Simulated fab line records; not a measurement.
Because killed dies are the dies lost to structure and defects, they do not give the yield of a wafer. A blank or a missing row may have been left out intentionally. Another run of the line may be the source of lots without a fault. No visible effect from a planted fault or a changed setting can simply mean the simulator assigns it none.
Chamber matching    flow nand harc    NHARC_A_CONTACT_ETCH_90 on rie diel-05 has 4 sister chambers
The step etches the open film in CH3F/O2, target depth 40 nm, time 85.7 s. 27 wafers are shown with their chamber, then 12 later ones without.

## WAFERS, EACH WITH ITS CHAMBER
wafer   chamber  showerhead plenum p Torr (Torr)  drypump motor current A (A)  rf vpp V (V)
L074.3  3        2.56                             5.7                          248.0
L074.4  0        2.48                             5.7                          245.0
L074.5  3        2.56                             5.7                          245.0
L075.3  1        2.50                             6.0                          244.9
L075.4  0        2.48                             5.7                          244.0
L075.6  2        2.35                             6.2                          243.6
L076.1  2        2.35                             6.1                          243.1
L076.2  0        2.48                             5.7                          243.5
L076.5  3        2.55                             5.7                          246.3
L078.1  0        2.47                             5.7                          243.8
L078.3  1        2.49                             6.0                          245.0
L078.6  0        2.48                             5.7                          244.2
L079.1  3        2.55                             5.7                          246.0
L079.3  2        2.34                             6.1                          241.1
L079.4  1        2.49                             6.0                          245.1
L081.2  1        2.49                             6.0                          244.5
L081.3  0        2.47                             5.7                          245.7
L081.6  1        2.49                             6.0                          244.7
L084.2  1        2.49                             6.0                          243.9
L084.3  3        2.55                             5.7                          244.8
L084.5  2        2.34                             6.1                          243.2
L085.2  0        2.47                             5.7                          245.9
L085.5  3        2.55                             5.7                          245.7
L085.6  0        2.47                             5.7                          245.1
L088.2  0        2.47                             5.7                          243.9
L088.3  3        2.55                             5.7                          244.9
L088.6  2        2.34                             6.0                          242.0

SIGNATURES (means of the wafers above)
reading                   chamber 0  chamber 1  chamber 2  chamber 3  scatter within a chamber
showerhead plenum p Torr  2.4744     2.4917     2.3440     2.5529     0.00497
drypump motor current A   5.700      6.000      6.100      5.700      0.0295
rf vpp V                  244.567    244.683    242.600    245.814    0.907
Rule: for a wafer and a chamber, the distance is found by dividing, reading by reading, the gap between the wafer's reading and the chamber's mean by the reading's scatter, squaring, summing and taking the root. The wafer belongs to the nearest chamber; if the next one is less than 2 further off, it can't be placed. The scatter: the root of (the sum of the squares of (reading less its chamber's mean) over the shown wafers, divided by (wafers less chambers)).

## WAFERS MISSING THEIR CHAMBER
wafer   showerhead plenum p Torr (Torr)  drypump motor current A (A)  rf vpp V (V)
L089.4  2.34                             6.0                          243.3
L089.5  2.47                             5.7                          246.0
L089.6  2.49                             6.0                          244.1
L091.1  2.34                             6.1                          241.5
L091.5  2.34                             6.1                          242.6
L091.6  2.54                             5.7                          245.8
L093.1  2.54                             5.7                          246.0
L093.2  2.33                             6.1                          241.5
L093.5  2.33                             6.2                          242.5
L096.2  2.33                             6.0                          243.9
L096.4  2.48                             6.0                          244.7
L096.6  2.33                             6.1                          243.3

## EACH ONE'S CHAMBER
wafer   from the rows above  in truth
L089.4  2                    2
L089.5  0                    0
L089.6  1                    1
L091.1  2                    2
L091.5  2                    2
L091.6  3                    3
L093.1  3                    3
L093.2  2                    2
L093.5  2                    2
L096.2  2                    2
L096.4  1                    1
L096.6  2                    2
12 of 12 placed correctly. Can't be placed from these rows: 0. Placed wrongly: 0.
